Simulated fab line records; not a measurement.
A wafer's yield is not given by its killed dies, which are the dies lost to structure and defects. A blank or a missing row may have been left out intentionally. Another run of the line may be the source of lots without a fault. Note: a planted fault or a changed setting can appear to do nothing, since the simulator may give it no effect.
Chamber matching | flow n5Finfet | 4 sister chambers for N5_MOL_CONTACT_COAG_ETCH_91 on rieDiel-01
The step etches SOC in N2/H2, target depth 60 nm, overetch 21 nm, time 101.2 s. 24 wafers are shown with their chamber, then 12 later ones without.

## WAFERS WITH THEIR CHAMBER
wafer  | chamber | drypumpMotorCurrentA (A) | oesProductAu (a.u.) | throttleValvePct (%)
L074.2 | 0       | 5.50                     | 0.57                | 17.79
L074.5 | 2       | 5.95                     | 0.72                | 17.97
L074.6 | 1       | 5.12                     | 0.72                | 17.81
L075.1 | 1       | 5.10                     | 0.72                | 17.81
L075.5 | 0       | 5.48                     | 0.56                | 17.78
L075.6 | 3       | 5.43                     | 0.62                | 17.52
L076.1 | 3       | 5.45                     | 0.62                | 17.55
L076.4 | 0       | 5.45                     | 0.56                | 17.79
L076.5 | 3       | 5.43                     | 0.62                | 17.52
L077.1 | 3       | 5.42                     | 0.62                | 17.55
L077.2 | 0       | 5.43                     | 0.57                | 17.79
L077.5 | 2       | 5.90                     | 0.71                | 17.98
L078.1 | 0       | 5.45                     | 0.56                | 17.80
L078.2 | 2       | 5.97                     | 0.71                | 18.00
L078.4 | 1       | 5.12                     | 0.71                | 17.84
L084.2 | 2       | 5.97                     | 0.70                | 18.02
L084.3 | 1       | 5.11                     | 0.70                | 17.84
L084.4 | 3       | 5.43                     | 0.63                | 17.58
L083.2 | 1       | 5.11                     | 0.71                | 17.85
L083.5 | 2       | 5.94                     | 0.71                | 18.02
L083.6 | 3       | 5.45                     | 0.61                | 17.57
L085.1 | 2       | 5.94                     | 0.70                | 18.03
L085.2 | 1       | 5.11                     | 0.71                | 17.84
L085.4 | 3       | 5.44                     | 0.62                | 17.58

SIGNATURES (averages over the wafers above)
reading              | chamber 0 | chamber 1 | chamber 2 | chamber 3 | scatter within a chamber
drypumpMotorCurrentA | 5.4620    | 5.1117    | 5.9450    | 5.4357    | 0.0193
oesProductAu         | 0.5640    | 0.7117    | 0.7083    | 0.6200    | 0.00666
throttleValvePct     | 17.7900   | 17.8317   | 18.0033   | 17.5529   | 0.0207
Rule: a wafer lies at a distance from a chamber equal to the root of the sum of squares, over the readings, of (its reading less the chamber's mean, divided by the reading's scatter). The wafer belongs to the nearest chamber; if the next one is less than 2 further off, it can't be placed. How the scatter is found: for the shown wafers, subtract from each reading the mean of its chamber, square and add these, divide the total by (wafers less chambers), then take the root.

## WAFERS WITH NO CHAMBER GIVEN
wafer  | drypumpMotorCurrentA (A) | oesProductAu (a.u.) | throttleValvePct (%)
L086.2 | 5.11                     | 0.70                | 17.86
L086.3 | 5.95                     | 0.70                | 18.03
L086.6 | 5.12                     | 0.70                | 17.87
L088.3 | 5.92                     | 0.69                | 18.04
L088.4 | 5.48                     | 0.82                | 17.50
L088.6 | 5.91                     | 0.69                | 18.03
L090.1 | 5.44                     | 0.81                | 17.50
L090.2 | 5.40                     | 0.61                | 17.59
L090.5 | 5.43                     | 0.81                | 17.50
L097.3 | 5.11                     | 0.67                | 17.89
L097.4 | 5.99                     | 0.66                | 18.07
L097.5 | 5.97                     | 0.67                | 18.06

## THE CHAMBER EACH PASSED THROUGH
wafer  | from the rows above     | in truth
L086.2 | 1                       | 1
L086.3 | 2                       | 2
L086.6 | 1                       | 1
L088.3 | 2                       | 2
L088.4 | can't be placed: 1 or 3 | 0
L088.6 | 2                       | 2
L090.1 | can't be placed: 1 or 3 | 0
L090.2 | 3                       | 3
L090.5 | can't be placed: 1 or 3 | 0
L097.3 | 1                       | 1
L097.4 | 2                       | 2
L097.5 | 2                       | 2
Correct placement for 9 of the 12. Can't be placed from these rows: 3 (the true chamber is among the candidates in 0). Number placed wrongly: 0.
